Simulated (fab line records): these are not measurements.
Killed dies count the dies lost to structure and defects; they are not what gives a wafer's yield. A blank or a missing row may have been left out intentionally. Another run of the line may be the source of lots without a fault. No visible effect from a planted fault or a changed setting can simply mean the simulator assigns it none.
Chamber matching || flow n5 finfet || N5_BEOL_M8_ALD_77 on ald metal-02: 4 sister chambers
The step deposits TaN, target thk 2 nm, pulse time 2 s, purge time 3 s. 4 wafers are shown with their chamber, then 11 later ones without.

## WAFERS, EACH WITH ITS CHAMBER
{"wafer": "L082.3", "chamber": 1, "heater power w (W)": 410}
{"wafer": "L082.6", "chamber": 2, "heater power w (W)": 413}
{"wafer": "L086.5", "chamber": 0, "heater power w (W)": 389}
{"wafer": "L088.1", "chamber": 3, "heater power w (W)": 401}

## WAFERS MISSING THEIR CHAMBER
{"wafer": "L088.3", "heater power w (W)": 420}
{"wafer": "L088.4", "heater power w (W)": 392}
{"wafer": "L087.1", "heater power w (W)": 417}
{"wafer": "L087.4", "heater power w (W)": 411}
{"wafer": "L087.5", "heater power w (W)": 388}
{"wafer": "L090.1", "heater power w (W)": 393}
{"wafer": "L090.2", "heater power w (W)": 427}
{"wafer": "L090.5", "heater power w (W)": 409}
{"wafer": "L093.1", "heater power w (W)": 403}
{"wafer": "L093.3", "heater power w (W)": 395}
{"wafer": "L093.6", "heater power w (W)": 405}

## THE CHAMBER EACH PASSED THROUGH
{"wafer": "L088.3", "from the rows above": "can't be placed: 2 or 1", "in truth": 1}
{"wafer": "L088.4", "from the rows above": "can't be placed: 0 or 3", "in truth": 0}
{"wafer": "L087.1", "from the rows above": "can't be placed: 2 or 1", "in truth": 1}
{"wafer": "L087.4", "from the rows above": "can't be placed: 1 or 2 or 3", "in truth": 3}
{"wafer": "L087.5", "from the rows above": 0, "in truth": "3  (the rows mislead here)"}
{"wafer": "L090.1", "from the rows above": "can't be placed: 0 or 3", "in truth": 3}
{"wafer": "L090.2", "from the rows above": "can't be placed: 2 or 1", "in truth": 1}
{"wafer": "L090.5", "from the rows above": "can't be placed: 1 or 2 or 3", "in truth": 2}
{"wafer": "L093.1", "from the rows above": "can't be placed: 3 or 1 or 2", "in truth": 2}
{"wafer": "L093.3", "from the rows above": "can't be placed: 0 or 3 or 1", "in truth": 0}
{"wafer": "L093.6", "from the rows above": "can't be placed: 3 or 1 or 2", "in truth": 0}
Correct placement for 0 of the 11. Cannot be placed on the basis of these rows: 10; the candidates contain the true chamber in 9. 1 placed wrongly.
How it was worked out, from the rows above alone: a wafer's distance from a chamber is the root of the sum, over the readings, of the square of ((its reading less the chamber's mean) divided by the reading's scatter). If the next closest chamber is less than 2 further off than the closest, the wafer can't be placed; otherwise it belongs to the closest. The mean given for a chamber averages the wafers shown for that chamber. The scatter (one wafer shown for each chamber): square how far every hidden wafer sits from the nearest shown wafer, average those squares and take the square root.
